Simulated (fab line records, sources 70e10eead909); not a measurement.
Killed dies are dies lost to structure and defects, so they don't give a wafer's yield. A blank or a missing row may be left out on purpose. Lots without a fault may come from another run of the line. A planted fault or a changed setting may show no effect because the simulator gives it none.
A struck lot beside a sound one | flow nand_harc | 15 steps out of a route of 1302
Sound: wafers L373.2, L373.3, L373.6. Struck: wafer L364.4. (L364.2, L364.3 of the same lot were not struck and are left out.) The cause comes at the end.
At each step with rows: each side's tool, then ch and its chambers, then its first start. Under that, the readings that differ: sound wafers | struck wafers | difference of the means | sigmas: that difference in standard deviations of wafers without a fault.
alike: readings whose means differ by less than 2 such deviations, and words and numbers that are the same on both sides. not compared: withheld readings, readings that some wafer has no value for, bounds like >300 that may hide the same value, and numbers for which the record gives no deviation and whose values overlap.
The two part at a step that has a row with sigmas, a row that says differs or no value, or rows on one side only. Numbers that don't overlap but have no deviation are shown without sigmas and don't part them. A reading that every wafer of one side lacks parts them only if that side has two wafers or more.

first, 6 steps without rows for these wafers: NHARC_A_DECK1_JOINT_CVD_34 (deposits SiNx, target thk 20 nm); NHARC_A_DECK1_JOINT_DEP_06 (deposits SiOx, target thk 80 nm); NHARC_A_DECK1_JOINT_CURE_26 (time 32 s); NHARC_A_DECK1_JOINT_ANNEAL_27 (time 3600 s); NHARC_A_DECK1_JOINT_ANNEAL_28 (time 1800 s); NHARC_A_DECK1_JOINT_ANNEAL_29 (time 1800 s).
NHARC_A_DECK1_JOINT_CMP_02: polishes SiOx.
  sound on cmp-02 ch 2,3, day 19 08:05; struck on cmp-01 ch 0, day 15 15:55
  alike: motor_current_A
then, 1 step without rows for these wafers: NHARC_A_DECK1_JOINT_SRD_15.
NHARC_A_DECK1_JOINT_DEP_16: deposits SiO2, target thk 45 nm.
  sound on pecvd-03 ch 0,2, day 19 08:31; struck on pecvd-03 ch 2, day 15 16:19
  alike: heater_power_w, mfc_precursor_sccm, throttle_valve_pct
NHARC_A_DECK1_JOINT_THK_MEAS_17: measures by ellipsometry.
  sound on film_metro-02, day 19 08:46; struck on film_metro-01, day 15 16:34
  alike: thk_nm
NHARC_A_DECK1_JOINT_INSPECT_05:
  sound on defect_inspect-02, day 19 08:48; struck on defect_inspect-02, day 15 16:36
  alike: raw_defect_count
NHARC_A_ONON_D2_DEP_00: target thk 1000 nm.
  sound on pecvd_onon-01 ch 0, day 19 08:55; struck on pecvd_onon-01 ch 0, day 15 16:43
  alike: n2_flow_sccm
NHARC_A_ONON_D2_THK_MEAS_02: measures by ellipsometry.
  sound on film_metro-01, day 19 09:22; struck on film_metro-02, day 15 17:11
  reading     | sound       | struck | difference | sigmas
  thk_nm (nm) | 988 988 986 | 622    | -365       | -46
then, 1 step without rows for these wafers: NHARC_A_ONON_D2_DEP_03 (target thk 1000 nm).
-- the record jumps here: 12 days lie between the struck wafers' starts before and after (it left off in module A_ONON_D2 and takes up again in module END, whose first step shown is number 1302 of the route) --
NHARC_END_SORT_01:
  the record has rows for the struck wafers here (prober-02 ch 0, day 27 08:39) and none for the sound ones

WHERE THEY PART
First at NHARC_A_ONON_D2_THK_MEAS_02; last, within this record, at NHARC_END_SORT_01.

WHY: what the simulator had put in
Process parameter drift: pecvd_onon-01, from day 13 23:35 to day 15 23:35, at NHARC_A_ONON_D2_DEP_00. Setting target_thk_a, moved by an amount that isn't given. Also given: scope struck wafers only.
